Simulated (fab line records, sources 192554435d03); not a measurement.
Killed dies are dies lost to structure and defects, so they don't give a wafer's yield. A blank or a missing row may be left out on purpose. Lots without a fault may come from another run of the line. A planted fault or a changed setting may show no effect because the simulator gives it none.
One fault seen from 3 desks | flow n5_finfet | each desk has only its own numbers; what lay behind them comes last

THE TOOL OWNER'S DESK: rie_metal-02
The tool's own readings at N5_BEOL_M11_HM_OPEN_17 (chemistry Cl2/BCl3, target TiN, target depth 20 nm, overetch 6 nm): means of the sampled wafers that have a number, for each lot that ran on this tool. A lot is out of limits, marked OUT, if its mean lies more than 4 standard deviations from the usual mean; the brackets give that distance.
Columns: A = bcl3_flow_sccm at N5_BEOL_M11_HM_OPEN_17, usual 21.75 sccm; B = bias_w at N5_BEOL_M11_HM_OPEN_17, usual 126.0 W; C = drypump_motor_current_A at N5_BEOL_M11_HM_OPEN_17, usual 5.8 A; D = oes_product_au at N5_BEOL_M11_HM_OPEN_17, usual 0.64 a.u.; E = throttle_valve_pct at N5_BEOL_M11_HM_OPEN_17, usual 22.26 %
lot  | first seen here | A     | B     | C   | D    | E
L186 | day 11 02:11    | 21.75 | 125.9 | 5.3 | 0.66 | 22.47
L184 | day 11 05:40    | 21.72 | 125.7 | 5.5 | 0.61 | 22.44
L187 | day 11 18:29    | 21.74 | 125.5 | 5.9 | 0.54 | 22.31
L200 | day 14 09:24    | 21.81 | 126.3 | 5.8 | 0.53 | 22.35
L202 | day 15 08:48    | 21.78 | 126.7 | 5.7 | 0.77 | 22.40
This desk's finding: nothing out of limits on any of the 5 lots.

THE METROLOGY DESK
What the gauges read, lot by lot, whatever tool the lot ran on: means of the sampled wafers that have a number. A lot is out of limits, marked OUT, if its mean lies more than 4 standard deviations from the usual mean; the brackets give that distance.
Columns: A = M11_ILD_THK at N5_BEOL_M11_THK_MEAS_01, usual 270 nm; B = cd_nm at N5_BEOL_M11_CD_MEAS_18, usual 70.0 nm
lot  | first seen here | A   | B
L181 | day 10 02:34    | 270 | 69.9
L186 | day 10 23:26    | 272 | 69.8
L184 | day 11 03:19    | 273 | 69.1
L187 | day 11 15:02    | 271 | 69.7
L188 | day 12 00:08    | 269 | 69.2
L190 | day 12 00:36    | 272 | 70.0
L192 | day 12 18:22    | 270 | 69.3
L193 | day 12 22:30    | 265 | -
L194 | day 13 08:46    | 267 | -
L196 | day 13 09:53    | 269 | 69.8
L197 | day 13 15:23    | 270 | 69.7
L200 | day 14 05:35    | 274 | 69.7
L202 | day 15 07:23    | 268 | 70.8
L203 | day 15 18:40    | 267 | 69.8
This desk's finding: nothing out of limits on any of the 14 lots.

THE DEFECT DESK
What the inspections along the route counted, lot by lot: means of the sampled wafers that have a number. A lot is out of limits, marked OUT, if its mean lies more than 4 standard deviations from the usual mean; the brackets give that distance.
Columns: A = raw_defect_count at N5_BEOL_M10_INSPECT_58, usual 69
lot  | first seen here | A
L181 | day 10 01:22    | 62
L186 | day 10 22:49    | 104
L184 | day 11 02:41    | 64
L187 | day 11 14:25    | 50
L188 | day 11 23:31    | 62
L190 | day 11 23:58    | 48
L192 | day 12 17:44    | 58
L193 | day 12 21:53    | 54
L194 | day 13 08:09    | 62
L196 | day 13 08:58    | 75
L197 | day 13 14:46    | 89
L200 | day 14 04:57    | 69
L202 | day 15 06:43    | 65
L203 | day 15 18:02    | 73
This desk's finding: nothing out of limits on any of the 14 lots.

PUT TOGETHER
The tool owner's desk saw nothing out of limits.
The metrology desk saw nothing out of limits.
The defect desk saw nothing out of limits.

WHAT THE SIMULATOR HAD PUT IN
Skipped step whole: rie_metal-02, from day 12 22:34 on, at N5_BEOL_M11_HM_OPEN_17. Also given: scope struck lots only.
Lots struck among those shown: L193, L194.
